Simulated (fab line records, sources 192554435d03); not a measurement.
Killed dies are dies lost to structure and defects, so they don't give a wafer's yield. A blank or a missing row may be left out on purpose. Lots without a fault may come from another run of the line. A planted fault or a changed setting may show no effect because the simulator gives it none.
Chamber matching | flow n5_finfet | N5_BEOL_M6_ILD_DEP_00 on pecvd-01: 3 sister chambers
The step deposits SiCOH lowk from DEMS/porogen, target thk 179.75 nm, time 33.4 s. 20 wafers are shown with their chamber, then 10 later ones without.

WAFERS WITH THEIR CHAMBER
wafer  | chamber | heater_power_w (W) | throttle_valve_pct (%) | showerhead_plenum_p_Torr (Torr)
L078.1 | 0       | 254                | 13.9                   | 5.743
L078.3 | 1       | 335                | 14.0                   | 5.750
L078.6 | 2       | 391                | 13.5                   | 5.763
L077.1 | 0       | 276                | 13.9                   | 5.732
L077.4 | 2       | 376                | 13.5                   | 5.760
L077.6 | 1       | 370                | 14.1                   | 5.750
L079.1 | 0       | 300                | 14.1                   | 5.723
L079.3 | 0       | 298                | 14.0                   | 5.753
L079.5 | 0       | 305                | 13.9                   | 5.741
L081.1 | 0       | 263                | 14.4                   | 5.721
L081.2 | 1       | 374                | 14.3                   | 5.753
L081.3 | 1       | 363                | 14.2                   | 5.752
L082.1 | 0       | 289                | 14.3                   | 5.738
L082.2 | 1       | 372                | 14.2                   | 5.746
L082.6 | 1       | 387                | 14.1                   | 5.742
L083.1 | 1       | 351                | 14.5                   | 5.746
L083.2 | 2       | 373                | 12.7                   | 5.745
L083.4 | 1       | 362                | 14.5                   | 5.747
L084.1 | 2       | 408                | 13.1                   | 5.771
L084.3 | 1       | 388                | 13.9                   | 5.748

SIGNATURES (means of the wafers above)
reading                  | chamber 0 | chamber 1 | chamber 2 | scatter within a chamber
heater_power_w           | 283.57    | 366.89    | 387.00    | 17.7
throttle_valve_pct       | 14.071    | 14.200    | 13.200    | 0.247
showerhead_plenum_p_Torr | 5.73586   | 5.74822   | 5.75975   | 0.00849
Rule: a wafer's distance from a chamber is the root of the sum, over the readings, of the square of ((its reading less the chamber's mean) divided by the reading's scatter). The wafer belongs to the nearest chamber; if the next one is less than 2 further off, it can't be placed. The scatter: the root of (the sum of the squares of (reading less its chamber's mean) over the shown wafers, divided by (wafers less chambers)).

WAFERS WITHOUT THEIR CHAMBER
wafer  | heater_power_w (W) | throttle_valve_pct (%) | showerhead_plenum_p_Torr (Torr)
L084.6 | 318                | 14.0                   | 5.749
L094.2 | 384                | 14.4                   | 5.760
L094.5 | 269                | 14.1                   | 5.748
L094.6 | 349                | 13.1                   | 5.766
L095.1 | 282                | 14.0                   | 5.738
L095.3 | 394                | 14.1                   | 5.747
L095.4 | 331                | 12.9                   | 5.762
L096.1 | 356                | 13.0                   | 5.760
L096.2 | 280                | 14.1                   | 5.745
L096.3 | 390                | 14.1                   | 5.752

WHICH CHAMBER EACH WENT THROUGH
wafer  | from the rows above     | in truth
L084.6 | can't be placed: 0 or 1 | 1
L094.2 | 1                       | 1
L094.5 | 0                       | 0
L094.6 | 2                       | 2
L095.1 | 0                       | 0
L095.3 | 1                       | 1
L095.4 | 2                       | 2
L096.1 | 2                       | 2
L096.2 | 0                       | 0
L096.3 | 1                       | 1
Placed correctly: 9 of 10. Can't be placed from these rows: 1 (the true chamber is among the candidates in 1). Placed wrongly: 0.
